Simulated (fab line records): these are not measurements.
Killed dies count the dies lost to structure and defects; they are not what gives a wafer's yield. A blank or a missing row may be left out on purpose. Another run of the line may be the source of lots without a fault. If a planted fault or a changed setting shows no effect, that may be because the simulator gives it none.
One fault seen from 2 desks :: flow nand harc :: every desk sees just its own numbers, and what lay behind them comes last

## THE METROLOGY DESK
What the gauges read, lot by lot, whatever tool the lot ran on: means of the sampled wafers that have a number. If a lot's mean is further than 4 standard deviations from the usual mean, the lot is out of limits and carries the mark OUT (the distance appears in the brackets).
Columns: A = cd nm at NHARC_THIN_TSV_CD_MEAS_16, usual 1000.1 nm; B = cd nm at NHARC_THIN_TSV_CD_MEAS_37, usual 4999.9 nm
lot: L315
first seen here: day 23 20:40
A: 999.6
B: 4999.0

lot: L318
first seen here: day 25 06:49
A: 1000.3
B: 5001.7

lot: L321
first seen here: day 25 14:46
A: 1000.1
B: 4999.2

lot: L322
first seen here: day 26 15:25
A: 1000.1
B: 4999.5

lot: L324
first seen here: day 27 06:36
A: 1000.1
B: 4999.7

lot: L325
first seen here: day 28 02:38
A: 1000.1
B: 4996.7

lot: L326
first seen here: day 28 03:57
A: 999.6
B: 4998.8

lot: L329
first seen here: day 29 19:55
A: 999.8
B: 5001.5

lot: L332
first seen here: day 31 05:52
A: 999.9
B: 4990.6 (-4.0) OUT

lot: L335
first seen here: day 32 04:02
A: 1001.2
B: 4992.3
Finding of this desk: L332 out of limits; the first was L332 at day 31 12:10, on cd nm at NHARC_THIN_TSV_CD_MEAS_37. L315, L318, L321, L322, L324, L325, L326, L329, L335: within limits.

## FOR THE TOOL OWNER'S DESK: rie metal-03
The tool's own readings at NHARC_THIN_TSV_ETCH_59 (etches the open film in Cl2/BCl3, target depth 880 nm, time 138.1 s): means of the sampled wafers that have a number, for each lot that ran on this tool. If a lot's mean is further than 4 standard deviations from the usual mean, the lot is out of limits and carries the mark OUT (the distance appears in the brackets).
Columns: A = chamber pressure mTorr at NHARC_THIN_TSV_ETCH_59, usual 10.000 mTorr; B = drypump motor current A at NHARC_THIN_TSV_ETCH_59, usual 5.2 A; C = he backside leak sccm at NHARC_THIN_TSV_ETCH_59, usual 3.37 sccm; D = oes product au at NHARC_THIN_TSV_ETCH_59, usual 1.001 a.u.; E = throttle valve pct at NHARC_THIN_TSV_ETCH_59, usual 22.263 %
lot: L322
first seen here: day 26 20:36
A: 10.001
B: 4.8
C: 3.12
D: 1.014
E: 22.251

lot: L325
first seen here: day 28 07:53
A: 9.991
B: 4.9
C: 3.23
D: 0.998
E: 22.264

lot: L326
first seen here: day 28 09:12
A: 9.997
B: 4.8
C: 3.14
D: 0.996
E: 22.266

lot: L332
first seen here: day 31 11:05
A: 10.000
B: 4.8
C: 3.17
D: 1.145 (+20) OUT
E: 22.270

lot: L335
first seen here: day 32 09:26
A: 10.005
B: 4.8
C: 3.18
D: 1.138 (+19) OUT
E: 22.270
Finding of this desk: L332, L335 out of limits; the first was L332 at day 31 11:05, on oes product au at NHARC_THIN_TSV_ETCH_59. L322, L325, L326: within limits.

## BROUGHT TOGETHER
An alarm could have come from the tool owner's desk at day 31 11:05, on L332, L335.
On L332, the metrology desk was in a position to raise an alarm at day 31 12:10.
The metrology desk has L335 on record, within its limits.
The lots listed all ran NHARC_THIN_TSV_ETCH_59 on rie metal-03.

## WHAT THE SIMULATOR PUT IN
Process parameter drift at NHARC_THIN_TSV_ETCH_59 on rie metal-03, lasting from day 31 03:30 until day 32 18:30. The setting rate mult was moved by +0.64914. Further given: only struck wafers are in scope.
Lots struck among those shown: L332, L335.
Delay (hours) between the fault's onset and each desk's first out-of-limits reading: 8 at the tool owner's desk, 9 at the metrology desk.
